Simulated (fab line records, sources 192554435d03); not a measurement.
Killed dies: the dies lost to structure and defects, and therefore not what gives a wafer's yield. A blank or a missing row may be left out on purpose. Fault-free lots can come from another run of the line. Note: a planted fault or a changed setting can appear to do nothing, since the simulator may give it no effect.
fab line records ; flow n5Finfet
record: lots: 6; wafers: 18; lastDay: 21
route steps=1938 shown DUMMY_GATE@222 BEOL_M4@1111
lots that met no fault: from a run of the same line without faults
startH: start of the lot's first displayed wafer, in hours after the record's first day ; waitH: hours from the lot's prior step to this one ; " same as the row above ; L1.1+2: a row that stands for several wafers ; - value missing, or start not given ; * or withheld: withheld ; < > ~ a bound
route shown NAME@n: NAME is a module with steps in the file, n the number in the route of the first one ; usual: the fault-free wafers' mean and standard deviation ; same: alike in all rows ; chamber/n: place in a boat ; sites: each site's reading ; _std_site: standard deviation across them ; _edge_site: the outer-site mean with the inner-site mean subtracted ; radiusMm: how far each site lies from the wafer's centre ; mask NAME#n: copy n ; behind: the tool/chamber that last shaped the wafer ; hold: why the lot went on hold/how many hours it stayed there/how the hold came to an end ; device: the n, p or np transistor that did not switch ; end of line: tests run on the same wafers once the route is complete ; for a step that has no rows: nothing shown but its recipe ; killed: dies that structure and defects cost at the first sort, which is not the same as the wafer's yield ; map: the dies of a wafer, with x for killed, . for not killed, _ for no die there
set.NAME: the setting the step ran with; set.NAME@STEP: the setting that earlier step ran with ; model.NAME: the simulator's own value behind a step, which no gauge read
lots at some steps of the route; a table a step, a row a wafer
services: from which hour (startH, from the record's first day; less than 0 if before it) a tool's chamber was out of use, for how many hours, and why
== steps ==
step: N5_DUMMY_GATE_COAT_34
recipe: resist: SOC; tempC: 250; timeS: 60; spinRpm: 1500; resistThkNm: 60
step: N5_DUMMY_GATE_COAT_35
recipe: resist: SiARC; tempC: 220; timeS: 60; spinRpm: 1500; resistThkNm: 10
step: N5_DUMMY_GATE_COAT_28
recipe: resist: underlayer; tempC: 205; timeS: 60; spinRpm: 1500; resistThkNm: 10
step: N5_DUMMY_GATE_COAT_09
recipe: resist: CAR-EUV; spinRpm: 1500; resistThkNm: 30
step: N5_DUMMY_GATE_EBR_11
recipe: solvent: PGMEA; ebrWidthMm: 1.5
step: N5_DUMMY_GATE_SOFTBAKE_10
recipe: tempC: 110; timeS: 60; resist: CAR-EUV
step: N5_DUMMY_GATE_EXPOSE_12
recipe: maskId: GATE; na: 0.33; sourceShape: annular; sigmaInner: 0.2; sigmaOuter: 0.6; polarization: unpolarized; targetCdNm: 25; doseMj: 34
step: N5_DUMMY_GATE_PEB_13
recipe: pebTempC: 100; pebTimeS: 60; resist: CAR-EUV
step: N5_DUMMY_GATE_DEVELOP_14
recipe: developTimeS: 30; developer: TMAH; resist: CAR-EUV; rinseLiquid: surfactantRinse; dry: airSpin; devTempC: 23
step: N5_DUMMY_GATE_CD_MEAS_15
recipe: targetCdNm: 25.8; landingEnergyEv: 500; detector: seInlens
usual: cdNm: 25.08/0.24
lot.wafer;tool;chamber;startH;waitH;cdNm
L858.2;cdSem-03;0;46.17;-;24.94
L858.3;cdSem-03;0;46.17;-;25.06
L858.5;cdSem-03;0;46.17;-;24.94
L868.2;cdSem-03;0;109.12;-;24.79
L868.3;cdSem-03;0;109.12;-;24.94
L868.6;cdSem-03;0;109.12;-;25.24
L869.1;cdSem-01;0;114.98;-;24.99
L869.5;cdSem-01;0;114.98;-;24.87
L869.6;cdSem-01;0;114.98;-;24.76
L870.1;cdSem-01;0;119.49;-;25.19
L870.5;cdSem-01;0;119.49;-;25.05
L870.6;cdSem-01;0;119.49;-;24.79
L876.1;cdSem-03;0;154.45;-;25.42
L876.4;cdSem-03;0;154.45;-;25.32
L876.6;cdSem-03;0;154.45;-;25.57
L879.3;cdSem-01;0;171.31;-;24.76
L879.4;cdSem-01;0;171.31;-;25.08
L879.5;cdSem-01;0;171.31;-;24.70
step: N5_DUMMY_GATE_OVL_MEAS_16
recipe: pointsPerWafer: 522
usual: GATE_OVL: 0.3/0.63
lot.wafer;tool;chamber;startH;waitH;GATE_OVL[nm]
L858.2;overlay-01;0;46.21;0.0;1.0
L858.3;overlay-01;0;46.21;0.0;0.5
L858.5;overlay-01;0;46.21;0.0;0.2
L868.2;overlay-02;0;109.16;0.0;-0.5
L868.3;overlay-02;0;109.16;0.0;0.3
L868.6;overlay-02;0;109.16;0.0;-0.7
L869.1;overlay-02;0;115.02;0.0;1.0
L869.5;overlay-02;0;115.02;0.0;0.0
L869.6;overlay-02;0;115.02;0.0;-0.2
L870.1;overlay-02;0;119.53;0.0;1.2
L870.5;overlay-02;0;119.53;0.0;1.5
L870.6;overlay-02;0;119.53;0.0;0.9
L876.1;overlay-01;0;154.49;0.0;0.6
L876.4;overlay-01;0;154.49;0.0;0.5
L876.6;overlay-01;0;154.49;0.0;0.6
L879.3;overlay-01;0;171.36;0.0;0.5
L879.4;overlay-01;0;171.36;0.0;0.4
L879.5;overlay-01;0;171.36;0.0;0.9
step: N5_DUMMY_GATE_INSPECT_17
recipe: mode: adi; inspectInstrument: brightfield
usual: rawDefectCount: 201/50
lot.wafer;tool;chamber;startH;waitH;rawDefectCount
L858.2;defectInspect-01;-;46.27;0.0;241
L858.3;defectInspect-01;-;46.27;0.0;197
L858.5;defectInspect-01;-;46.27;0.0;148
L868.2;defectInspect-01;-;109.22;0.0;160
L868.3;defectInspect-01;-;109.22;0.0;140
L868.6;defectInspect-01;-;109.22;0.0;199
L869.1;defectInspect-01;-;115.08;0.1;148
L869.5;defectInspect-01;-;115.08;0.1;122
L869.6;defectInspect-01;-;115.08;0.1;234
L870.1;defectInspect-01;-;119.59;0.1;207
L870.5;defectInspect-01;-;119.59;0.1;175
L870.6;defectInspect-01;-;119.59;0.1;222
L876.1;defectInspect-02;-;154.55;0.1;198
L876.4;defectInspect-02;-;154.55;0.1;207
L876.6;defectInspect-02;-;154.55;0.1;241
L879.3;defectInspect-01;-;171.41;0.0;166
L879.4;defectInspect-01;-;171.41;0.0;152
L879.5;defectInspect-01;-;171.41;0.0;162
step: N5_DUMMY_GATE_DESCUM_20
recipe: chemistry: O2; timeS: 6.2; sourcePowerW: 50; biasPowerW: 20; pressureMtorr: 20; rfFrequencyHz: 2.712e+07; tempC: 40; resist: CAR-EUV; o2FlowSccm: 225
usual: drypumpMotorCurrentA: 5.6/0.47; oesProductAu: 0.77/0.061; rfVppV: 243.5/1.4; showerheadPlenumPTorr: 2.11/0.085; throttleValvePct: 20.45/0.21
lot.wafer;tool;chamber;startH;waitH;drypumpMotorCurrentA;oesProductAu;rfHoursCounterH;rfVppV;showerheadPlenumPTorr;throttleValvePct;model.CAR-EUV_of_DUMMY_GATE_COAT_09.thkNm
L858.2;rieDiel-02;1;46.30;0.0;6.4;0.88;49;245.9;2.24;20.40;26.4
L858.3;rieDiel-02;3;46.30;0.0;5.7;0.89;45;242.1;2.03;20.57;26.4
L858.5;rieDiel-02;2;46.30;0.0;5.0;0.76;-;244.9;2.18;20.42;26.4
L868.2;rieDiel-02;0;109.25;0.0;4.8;0.72;213;242.1;1.99;20.93;27.8
L868.3;rieDiel-02;1;109.25;0.0;6.4;0.86;61;246.6;2.24;20.43;26.6
L868.6;rieDiel-02;1;109.25;0.0;6.4;0.85;-;245.4;2.24;20.43;26.6
L869.1;rieDiel-02;1;115.45;0.4;6.4;0.86;62;246.2;2.24;20.44;27.6
L869.5;rieDiel-02;1;115.45;0.4;6.4;0.86;-;245.4;2.24;20.43;26.4
L869.6;rieDiel-02;2;115.45;0.4;5.1;0.73;-;245.1;2.17;20.42;26.4
L870.1;rieDiel-06;1;119.62;0.0;5.5;0.85;57;245.8;2.22;20.16;26.6
L870.5;rieDiel-06;2;119.62;0.0;5.6;0.73;-;243.7;2.06;20.29;26.4
L870.6;rieDiel-06;3;119.62;0.0;6.0;0.67;-;242.7;2.14;20.69;26.4
L876.1;rieDiel-05;3;154.58;0.0;5.7;0.72;157;242.9;1.99;20.20;26.4
L876.4;rieDiel-05;1;154.58;0.0;5.5;0.72;187;244.4;2.13;20.32;26.4
L876.6;rieDiel-05;0;154.58;0.0;5.0;0.72;-;243.3;2.01;20.60;26.6
L879.3;rieDiel-05;0;171.44;0.0;5.0;0.73;165;243.3;2.01;20.63;26.6
L879.4;rieDiel-05;3;171.44;0.0;5.8;0.72;164;241.9;1.99;20.23;26.4
L879.5;rieDiel-05;2;171.44;0.0;6.1;0.79;-;242.7;2.19;20.28;26.4
step: N5_DUMMY_GATE_ETCH_29
recipe: chemistry: N2/H2; target: underlayer; targetDepthA: 130; ionEnergyEv: 200; pressureMtorr: 30; sourceW: 840; biasW: 150; n2FlowSccm: 200; h2FlowSccm: 200
usual: drypumpMotorCurrentA: 5.6/0.47; oesProductAu: 0.76/0.053; rfVppV: 524.6/2.9; showerheadPlenumPTorr: 2.57/0.1; throttleValvePct: 17.97/0.28
lot.wafer;tool;chamber;startH;waitH;drypumpMotorCurrentA;oesProductAu;rfHoursCounterH;rfVppV;showerheadPlenumPTorr;throttleValvePct
L858.2;rieDiel-02;1;46.36;0.0;6.4;0.86;49;528.2;2.69;17.60
L858.3;rieDiel-02;3;46.36;0.0;5.7;0.85;45;522.5;2.51;18.45
L858.5;rieDiel-02;2;46.36;0.0;5.0;0.73;-;526.7;2.63;17.88
L868.2;rieDiel-02;0;109.31;0.0;4.8;0.72;213;521.0;2.39;18.31
L868.3;rieDiel-02;1;109.31;0.0;6.4;0.82;61;528.6;2.68;17.64
L868.6;rieDiel-02;1;109.31;0.0;6.4;0.83;-;528.2;2.68;17.64
L869.1;rieDiel-02;1;115.52;0.0;6.4;0.82;62;527.4;2.68;17.62
L869.5;rieDiel-02;1;115.52;0.0;6.4;0.82;-;527.6;2.68;17.66
L869.6;rieDiel-02;2;115.52;0.0;5.0;0.71;-;525.9;2.63;17.89
L870.1;rieDiel-06;1;119.68;0.0;5.6;0.85;57;529.7;2.67;17.39
L870.5;rieDiel-06;2;119.68;0.0;5.5;0.73;-;524.2;2.51;17.79
L870.6;rieDiel-06;3;119.68;0.0;6.1;0.70;-;525.5;2.60;18.15
L876.1;rieDiel-05;3;154.65;0.0;5.7;0.75;157;521.2;2.44;17.81
L876.4;rieDiel-05;1;154.65;0.0;5.6;0.72;187;526.1;2.65;18.13
L876.6;rieDiel-05;0;154.65;0.0;5.0;0.74;-;519.9;2.43;17.93
L879.3;rieDiel-05;0;171.51;0.0;5.0;0.72;165;520.4;2.42;17.94
L879.4;rieDiel-05;3;171.51;0.0;5.7;0.75;164;522.8;2.44;17.84
L879.5;rieDiel-05;2;171.51;0.0;6.2;0.80;-;528.8;2.69;18.04
step: N5_DUMMY_GATE_ETCH_36
recipe: chemistry: CF4; target: SiARC; targetDepthA: 130; pressureMtorr: 40; sourceW: 545; biasW: 36; Ar_flow_sccm: 100; cf4FlowSccm: 100; ionEnergyEv: 80
usual: drypumpMotorCurrentA: 5.6/0.47; oesProductAu: 0.76/0.053; rfVppV: 184.2/1.3; showerheadPlenumPTorr: 2.16/0.082; throttleValvePct: 15.67/0.2
lot.wafer;tool;chamber;startH;waitH;drypumpMotorCurrentA;oesProductAu;rfHoursCounterH;rfVppV;showerheadPlenumPTorr;throttleValvePct;model.CAR-EUV_of_DUMMY_GATE_COAT_09.thkNm
L858.2;rieDiel-02;1;46.40;0.0;6.4;0.84;49;183.7;2.26;15.42;11.6
L858.3;rieDiel-02;3;46.40;0.0;5.7;0.87;45;183.6;2.09;15.76;11.8
L858.5;rieDiel-02;2;46.40;0.0;5.0;0.73;-;185.7;2.21;15.63;11.8
L868.2;rieDiel-02;0;109.35;0.0;4.8;0.71;213;183.8;2.02;16.00;12.4
L868.3;rieDiel-02;1;109.35;0.0;6.4;0.83;61;186.7;2.26;15.45;12.2
L868.6;rieDiel-02;1;109.35;0.0;6.4;0.82;-;186.3;2.26;15.47;12
L869.1;rieDiel-02;1;115.56;0.0;6.4;0.82;62;184.3;2.26;15.47;13.2
L869.5;rieDiel-02;1;115.56;0.0;6.4;0.83;-;186.4;2.26;15.46;12
L869.6;rieDiel-02;2;115.56;0.0;5.0;0.71;-;184.2;2.21;15.65;12.2
L870.1;rieDiel-06;1;119.72;0.0;5.6;0.85;57;186.3;2.24;15.23;11.4
L870.5;rieDiel-06;2;119.72;0.0;5.5;0.73;-;184.5;2.15;15.65;11.6
L870.6;rieDiel-06;3;119.72;0.0;6.1;0.69;-;185.9;2.19;15.90;10.6
L876.1;rieDiel-05;3;154.69;0.0;5.7;0.75;157;182.9;2.05;15.51;11.4
L876.4;rieDiel-05;1;154.69;0.0;5.5;0.72;187;184.6;2.22;15.78;11.6
L876.6;rieDiel-05;0;154.69;0.0;5.0;0.72;-;183.2;2.06;15.72;12
L879.3;rieDiel-05;0;171.55;0.0;5.0;0.72;165;183.5;2.06;15.73;12
L879.4;rieDiel-05;3;171.55;0.0;5.7;0.75;164;183.1;2.05;15.51;11.4
L879.5;rieDiel-05;2;171.55;0.0;6.1;0.79;-;186.3;2.25;15.55;11
step: N5_DUMMY_GATE_ETCH_37
recipe: chemistry: N2/H2; target: SOC; targetDepthA: 600; overetchA: 300; tempC: 40; ionEnergyEv: 200; pressureMtorr: 30; sourceW: 840; biasW: 150; n2FlowSccm: 200; h2FlowSccm: 200
usual: drypumpMotorCurrentA: 5.6/0.47; oesProductAu: 0.61/0.046; rfVppV: 524.4/2.8; showerheadPlenumPTorr: 2.57/0.1; throttleValvePct: 17.90/0.28
lot.wafer;tool;chamber;startH;waitH;drypumpMotorCurrentA;oesProductAu;rfHoursCounterH;rfVppV;showerheadPlenumPTorr;throttleValvePct
L858.2;rieDiel-02;1;46.44;0.0;6.4;0.68;49;528.2;2.69;17.52
L858.3;rieDiel-02;3;46.44;0.0;5.7;0.70;45;521.5;2.51;18.40
L858.5;rieDiel-02;2;46.44;0.0;5.0;0.59;-;525.6;2.63;17.83
L868.2;rieDiel-02;0;109.39;0.0;4.8;0.56;213;519.7;2.39;18.22
L868.3;rieDiel-02;1;109.39;0.0;6.4;0.67;61;527.8;2.68;17.56
L868.6;rieDiel-02;1;109.39;0.0;6.4;0.67;-;527.9;2.68;17.57
L869.1;rieDiel-02;1;115.60;0.0;6.4;0.67;62;528.1;2.68;17.57
L869.5;rieDiel-02;1;115.60;0.0;6.4;0.67;-;527.6;2.68;17.57
L869.6;rieDiel-02;2;115.60;0.0;5.0;0.58;-;526.1;2.63;17.84
L870.1;rieDiel-06;1;119.76;0.0;5.6;0.68;57;527.9;2.67;17.32
L870.5;rieDiel-06;2;119.76;0.0;5.5;0.58;-;522.1;2.51;17.72
L870.6;rieDiel-06;3;119.76;0.0;6.1;0.54;-;525.8;2.60;18.08
L876.1;rieDiel-05;3;154.73;0.0;5.7;0.59;157;519.5;2.44;17.72
L876.4;rieDiel-05;1;154.73;0.0;5.6;0.58;187;526.6;2.65;18.05
L876.6;rieDiel-05;0;154.73;0.0;5.0;0.59;-;521.8;2.43;17.87
L879.3;rieDiel-05;0;171.59;0.0;5.0;0.58;165;521.4;2.42;17.87
L879.4;rieDiel-05;3;171.59;0.0;5.7;0.59;164;520.8;2.44;17.75
L879.5;rieDiel-05;2;171.59;0.0;6.2;0.62;-;527.4;2.69;17.96
step: N5_BEOL_M4_RC_MEAS_101
usual: DIBL_N: 36.1/2.3; DIBL_P: 36/3.2; IOFF_N: 0.16/0.045; IOFF_P: 0.21/0.049; ION_N: 674/14; ION_P: 462/8.4; SS_N: 71.6/0.83; SS_P: 73.2/0.87; VT_N: 249/3.8; VT_P: -250/3.4
lot.wafer;tool;chamber;startH;waitH;DIBL_N[mV/V];DIBL_P[mV/V];IOFF_N[nA/um];IOFF_P[nA/um];ION_N[uA/um];ION_P[uA/um];SS_N[mV/dec];SS_P[mV/dec];VT_N[mV];VT_P[mV]
L858.2;prober-02;0;237.13;0.4;37.0;35;0.16;0.23;697;478;71.0;72.9;247;-247
L858.3;prober-02;0;237.13;0.4;35.8;35;0.14;0.20;690;472;71.1;73.0;251;-249
L858.5;prober-02;0;237.13;0.4;36.4;35;0.14;0.21;682;472;71.4;72.4;250;-250
L870.1;prober-02;0;297.13;0.0;32.9;32;0.10;0.15;648;454;70.0;72.0;254;-256
L870.5;prober-02;0;297.13;0.0;35.3;35;0.13;0.18;676;466;71.2;72.4;253;-250
L870.6;prober-02;0;297.13;0.0;38.4;37;0.19;0.23;682;469;71.9;73.2;249;-250
L868.2;prober-01;0;304.00;0.2;33.0;33;0.13;0.19;667;461;71.5;72.9;250;-247
L868.3;prober-01;0;304.00;0.2;34.1;35;0.17;0.24;689;477;71.3;72.8;244;-246
L868.6;prober-01;0;304.00;0.2;34.3;34;0.15;0.22;670;463;71.4;72.3;250;-248
L869.1;prober-02;0;317.41;0.0;37.7;37;0.17;0.25;690;478;72.2;74.1;248;-248
L869.5;prober-02;0;317.41;0.0;34.2;33;0.11;0.19;669;468;71.1;72.6;251;-249
L869.6;prober-02;0;317.41;0.0;34.9;34;0.12;0.22;648;457;71.4;72.3;252;-250
L876.1;prober-02;0;355.51;0.0;32.8;31;0.12;0.17;675;467;70.1;72.3;249;-251
L876.4;prober-02;0;355.51;0.0;38.0;37;0.21;0.26;693;476;71.4;73.5;242;-247
L876.6;prober-02;0;355.51;0.0;34.9;34;0.16;0.22;682;478;70.3;73.2;245;-246
L879.3;prober-02;0;389.14;0.3;34.9;37;0.16;0.24;673;466;71.2;73.5;247;-246
L879.4;prober-02;0;389.14;0.3;33.5;35;0.15;0.21;674;465;71.0;72.2;247;-249
L879.5;prober-02;0;389.14;0.3;39.4;42;0.26;0.34;691;476;72.0;74.5;243;-242
== services ==
tool;chamber;startH;hours;kind
rieDiel-05;3;36.76;2.9;repair
rieDiel-05;-;95.09;0.1;repair
rieDiel-06;3;141.41;1.3;repair
rieDiel-06;3;156.83;2.9;repair
rieDiel-06;3;159.87;-;clean
rieDiel-06;3;159.87;-;consumableReplace:focusRing
rieDiel-06;3;159.87;22.0;scheduledDown
rieDiel-06;3;159.87;22.0;ventCycle
rieDiel-02;-;169.40;14.6;pm
== key ==
firstSign none at tools or gauges
modelEffect: step: N5_DUMMY_GATE_DESCUM_20; value: CAR-EUV_of_DUMMY_GATE_COAT_09.thkNm; without: 26.5; struck: 27.7
modelEffect: step: N5_DUMMY_GATE_ETCH_36; value: CAR-EUV_of_DUMMY_GATE_COAT_09.thkNm; without: 11.6; struck: 12.8
metAt N5_DUMMY_GATE_DESCUM_20
struckWafers L868.2,L869.1
onsetBetween 46.30 109.25
fault: kind: processParameterDrift; tool: rieDiel-02; chamber: -; onsetH: 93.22; steps: N5_DUMMY_GATE_DESCUM_20; channel: timeS; offset: *; shape: step; endH: 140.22; scope: struckWafersOnly; actsIn: *; stated: *
